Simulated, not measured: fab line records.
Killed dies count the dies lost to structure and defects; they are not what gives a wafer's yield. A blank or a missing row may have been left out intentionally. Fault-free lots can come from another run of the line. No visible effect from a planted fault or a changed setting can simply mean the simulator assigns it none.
Chamber matching -- flow n5_finfet -- N5_PASSIVATION_PECVD_01 on pecvd-04: 3 sister chambers
The step deposits SiNx from SiH4/NH3/N2, target thk 200 nm, time 43.2 s. 22 wafers are shown with their chamber, then 11 later ones without.

## WAFERS WITH THEIR CHAMBER
wafer,chamber,throttle_valve_pct (%),heater_power_outer_w (W),heater_power_w (W)
L074.4,0,27.9,180,387
L074.5,2,27.1,288,524
L074.6,1,29.7,52,236
L076.1,0,27.8,77,253
L076.3,1,29.8,143,351
L076.4,1,29.3,149,352
L081.1,1,29.3,155,375
L081.3,2,27.1,246,471
L081.4,2,27.1,256,473
L083.1,1,29.7,139,339
L083.4,1,29.5,145,348
L083.6,1,29.5,151,356
L087.1,0,27.6,79,262
L087.3,2,27.5,291,529
L087.6,2,27.1,176,377
L085.4,0,28.1,124,316
L085.5,1,29.7,115,313
L085.6,0,28.1,135,330
L086.1,2,27.4,242,472
L086.4,2,27.2,254,473
L086.5,0,28.2,100,281
L092.1,1,29.7,135,333

SIGNATURES (averages over the wafers above)
reading,chamber 0,chamber 1,chamber 2,scatter within a chamber
throttle_valve_pct,27.950,29.578,27.214,0.192
heater_power_outer_w,115.83,131.56,250.43,36
heater_power_w,304.83,333.67,474.14,46.2
Rule: a wafer lies at a distance from a chamber equal to the root of the sum of squares, over the readings, of (its reading less the chamber's mean, divided by the reading's scatter). If the next closest chamber is less than 2 further off than the closest, the wafer can't be placed; otherwise it belongs to the closest. The scatter is the square root of a quotient: the sum, over the shown wafers, of each reading's squared deviation from its chamber's mean, divided by wafers minus chambers.

## WAFERS WITH NO CHAMBER GIVEN
wafer,throttle_valve_pct (%),heater_power_outer_w (W),heater_power_w (W)
L092.2,27.7,268,502
L092.5,27.6,270,507
L094.2,29.6,119,315
L094.4,29.8,127,334
L094.5,27.2,248,468
L096.3,28.0,82,258
L096.4,28.0,93,281
L096.6,27.6,174,379
L097.3,27.6,292,541
L097.4,29.4,102,295
L097.5,27.9,171,375

## EACH ONE'S CHAMBER
wafer,from the rows above,in truth
L092.2,2,2
L092.5,2,2
L094.2,1,1
L094.4,1,1
L094.5,2,2
L096.3,0,0
L096.4,0,0
L096.6,can't be placed: 0 or 2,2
L097.3,2,2
L097.4,1,1
L097.5,0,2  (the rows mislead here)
9 of 11 placed correctly. These rows do not allow placing 1 (true chamber among the candidates in 1). Number placed wrongly: 1.
